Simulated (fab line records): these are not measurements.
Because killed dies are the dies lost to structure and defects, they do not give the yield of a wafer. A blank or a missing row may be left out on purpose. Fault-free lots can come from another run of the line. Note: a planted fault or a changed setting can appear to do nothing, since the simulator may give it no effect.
The tool behind it: which one? + flow n5Finfet + 32 wafers from 11 lots sampled at 4 of the route's 1938 steps

== WHAT EACH GAUGE READ, for each wafer ==
N5_BEOL_M15_THK_MEAS_01.
| lot  | measured     | on           | M15_ILD_THK (nm) |
|------|--------------|--------------|------------------|
| L853 | day 11 08:01 | filmMetro-02 | 1611 1620 1616   |
| L856 | day 11 16:49 | filmMetro-01 | 1637 1634 1657   |
| L855 | day 11 18:43 | filmMetro-01 | 1632 1640 1676   |
| L857 | day 12 10:17 | filmMetro-02 | 1613 1797        |
| L858 | day 12 10:23 | filmMetro-02 | 1649 1660 1622   |
| L859 | day 12 20:18 | filmMetro-02 | 1802 1642 1650   |
| L867 | day 14 14:17 | filmMetro-01 | 1626 1639 1678   |
| L870 | day 15 18:13 | filmMetro-01 | 1612 1623 1656   |
| L875 | day 16 13:35 | filmMetro-02 | 1630 1623 1651   |
| L874 | day 16 15:38 | filmMetro-01 | 1611 1651 1645   |
| L876 | day 17 16:07 | filmMetro-01 | 1639 1648 1640   |

== EACH LOT AND THE TOOL THAT RAN IT (in order: tool; ch and the chambers of the sampled wafers; start) ==
| lot  | N5_BEOL_M14_STRIP_37              | N5_BEOL_M14_DEGAS_41        | N5_BEOL_M15_ILD_DEP_00          |
|------|-----------------------------------|-----------------------------|---------------------------------|
| L853 | rieDiel-02 ch 0,1,2, day 11 05:30 | pvdSputter-01, day 11 06:10 | pecvd-03 ch 0,1,2, day 11 07:46 |
| L856 | rieDiel-05 ch 2,3, day 11 14:03   | pvdSputter-02, day 11 15:14 | pecvd-03 ch 0,1,2, day 11 16:34 |
| L855 | rieDiel-05 ch 1,3, day 11 16:06   | pvdSputter-03, day 11 16:49 | pecvd-04 ch 0,2, day 11 18:28   |
| L857 | rieDiel-05 ch 1,2, day 12 07:23   | pvdSputter-02, day 12 07:48 | pecvd-03 ch 1,2, day 12 09:55   |
| L858 | rieDiel-02 ch 2,3, day 12 07:28   | pvdSputter-02, day 12 08:14 | pecvd-04 ch 0,2, day 12 10:08   |
| L859 | rieDiel-04 ch 0,1,2, day 12 17:52 | pvdSputter-02, day 12 18:22 | pecvd-03 ch 1,2, day 12 19:56   |
| L867 | rieDiel-05 ch 0,1,2, day 14 11:35 | pvdSputter-03, day 14 12:08 | pecvd-04 ch 1,2, day 14 14:02   |
| L870 | rieDiel-05 ch 1,2,3, day 15 16:10 | pvdSputter-03, day 15 16:38 | pecvd-03 ch 0,2, day 15 17:58   |
| L875 | rieDiel-02 ch 1,3, day 16 11:26   | pvdSputter-02, day 16 12:00 | pecvd-03 ch 1,2, day 16 13:20   |
| L874 | rieDiel-05 ch 2,3, day 16 13:24   | pvdSputter-03, day 16 14:03 | pecvd-03 ch 0,1,2, day 16 15:23 |
| L876 | rieDiel-02 ch 0,1,2, day 17 14:00 | pvdSputter-01, day 17 14:25 | pecvd-03 ch 0,1,2, day 17 15:58 |
- N5_BEOL_M14_STRIP_37: strips in O2.
- N5_BEOL_M14_DEGAS_41: time 60 s.
- N5_BEOL_M15_ILD_DEP_00: deposits SiO2 from TEOS/O2, target thk 1629.3 nm, time 346.1 s.

== THE ANSWER, worked out from the rows above alone ==
Rule: the lots themselves supply what counts as usual. Put in order of their means at a reading, lots are off if they are a third of the lots or fewer, leave a main group of 4 or more, and stand apart from it by a gap of 3 or more times the standard deviation of the main group's means; of several such gaps the widest counts. A main group whose means are all the same, to the digits that the tables above print for the reading, isn't used. A lot without any number at a reading at which 4 lots or more have one is off too. Where the step has rows for the other lots, those lots are counted as sound.
Off: L857, L859, at N5_BEOL_M15_THK_MEAS_01 (M15_ILD_THK). For the main group the mean is 1638 nm and the standard deviation 9.8.
A tool fits if, at a process step before that reading, it ran every lot that is off, and no sound lot after the first of them. The gauges at N5_BEOL_M15_THK_MEAS_01 are tried like those tools. None of those tried fits.

== WHAT HAD BEEN PUT IN BY THE SIMULATOR ==
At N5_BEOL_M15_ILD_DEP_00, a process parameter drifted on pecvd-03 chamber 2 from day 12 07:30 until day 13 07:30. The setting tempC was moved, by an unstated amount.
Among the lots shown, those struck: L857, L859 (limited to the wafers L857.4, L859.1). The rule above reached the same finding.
